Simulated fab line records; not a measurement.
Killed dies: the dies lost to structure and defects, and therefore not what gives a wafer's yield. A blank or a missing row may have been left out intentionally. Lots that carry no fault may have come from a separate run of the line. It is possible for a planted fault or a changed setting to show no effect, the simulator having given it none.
Lot-split experiment | flow n5-finfet | 7 lots, 21 wafers read, on a route of 1938 steps

ON THE SPLIT
At N5_BEOL_M13_ETCH_68 (etches SOC in N2/H2, time 355 s), the setting time-s was moved away from the recipe's 355 s on 7 of the 21 wafers read, by -17.2% to +14.8%. This setting was run at the recipe's value on the other wafers.

Reading taken at the split's own step.

THE READING
SiARC_of_BEOL_M13_COAT_66.thk-nm (the simulator's own value, which no gauge read), in nm, at N5_BEOL_M13_ETCH_68 (etches SOC in N2/H2, time 355 s). The file does not state a usual value for it. The 14 wafers here that ran the recipe average 77.0 nm, standard deviation 0.75 nm.

wafer  | tool, chamber at the split | time-s as run, s | against the recipe | SiARC_of_BEOL_M13_COAT_66.thk-nm, nm | against lot-mates on the recipe
L076.1 | rie-diel-04, 3             | 355              | recipe             | 78.6                                 | -
L076.4 | rie-diel-04, 1             | 298.8            | -15.8%             | 82.8                                 | +4.2
L076.5 | rie-diel-04, 3             | 298.8            | -15.8%             | 83.6                                 | +5.0
L077.1 | rie-diel-04, 1             | 393.2            | +10.8%             | 73.6                                 | -4.0
L077.2 | rie-diel-04, 0             | 355              | recipe             | 77.8                                 | -
L077.4 | rie-diel-04, 0             | 355              | recipe             | 77.4                                 | -
L079.3 | rie-diel-01, 0             | 355              | recipe             | 76                                   | -
L079.4 | rie-diel-01, 1             | 407.6            | +14.8%             | 72.4                                 | -3.8
L079.5 | rie-diel-01, 2             | 355              | recipe             | 76.4                                 | -
L089.2 | rie-diel-04, 0             | 355              | recipe             | 77.8                                 | -
L089.3 | rie-diel-04, 2             | 355              | recipe             | 77.6                                 | -
L089.6 | rie-diel-04, 0             | 387.1            | +9.0%              | 74.4                                 | -3.3
L091.3 | rie-diel-05, 1             | 355              | recipe             | 77                                   | -
L091.5 | rie-diel-05, 2             | 355              | recipe             | 76.6                                 | -
L091.6 | rie-diel-05, 0             | 355              | recipe             | 76.2                                 | -
L090.1 | rie-diel-05, 0             | 355              | recipe             | 76                                   | -
L090.4 | rie-diel-05, 1,2           | 355              | recipe             | 76.6                                 | -
L090.5 | rie-diel-05, 1,2           | 355              | recipe             | 76.6                                 | -
L093.1 | rie-diel-05, 1             | 294.1            | -17.2%             | 82.2                                 | +5.4
L093.2 | rie-diel-05, 2             | 294.1            | -17.2%             | 82.4                                 | +5.6
L093.3 | rie-diel-05, 3             | 355              | recipe             | 76.8                                 | -
The file does not say which wafer passed through which chamber wherever a row lists several chambers: such a row stands for several wafers.

FIT RESULTS
A straight line over all 21 wafers: SiARC_of_BEOL_M13_COAT_66.thk-nm changes by -0.335 nm for each +1% of time-s; r = -0.97; the points scatter about the line by 0.74 nm.
The same after taking each lot's own level away (the mean of its wafers on the recipe; 21 wafers): -0.308 nm for each +1%; r = -0.99; scatter 0.37 nm.
The reading moves by 5.3 nm for the largest change in time-s, on that fit.
Across the lots, their own levels run from 76.20 to 78.60 nm, a range of 3.2 times the standard deviation given above.
The two slopes agree, so the slope changes little with the lot-to-lot level.
Check: +5.22 nm against its lot-mates is what the line predicts for one of the wafers moved furthest among these (-17.2%) when that wafer is left out of the fit. Against them it came out at +5.4 nm.

ADDITIONAL SPLITS CARRIED BY THESE WAFERS
Note: prior to the reading, these wafers also went through further splits. Each is held against what the fit with the lots' levels taken away leaves over:
other split on the same wafers    | wafers away from the commonest value | r with SiARC_of_BEOL_M13_COAT_66.thk-nm (lot level and that fit taken away)
N5_BEOL_M8_DESCUM_16 time-s       | 6                                    | +0.14
N5_BEOL_M9_ILD_DEP_00 time-s      | 8                                    | -0.29
N5_BEOL_M10_ILD_DEP_00 time-s     | 11                                   | -0.09
N5_BEOL_M11_PECVD_70 time-s       | 10                                   | +0.19
N5_BEOL_M11_TRENCH_ETCH_37 bias-w | 5                                    | +0.16
N5_BEOL_M12_SPUTTER_44 time-s     | 8                                    | -0.31

FILE'S OWN FIT
SiARC_of_BEOL_M13_COAT_66.thk-nm changes by -0.308 nm for each +1% of time-s, r = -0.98.
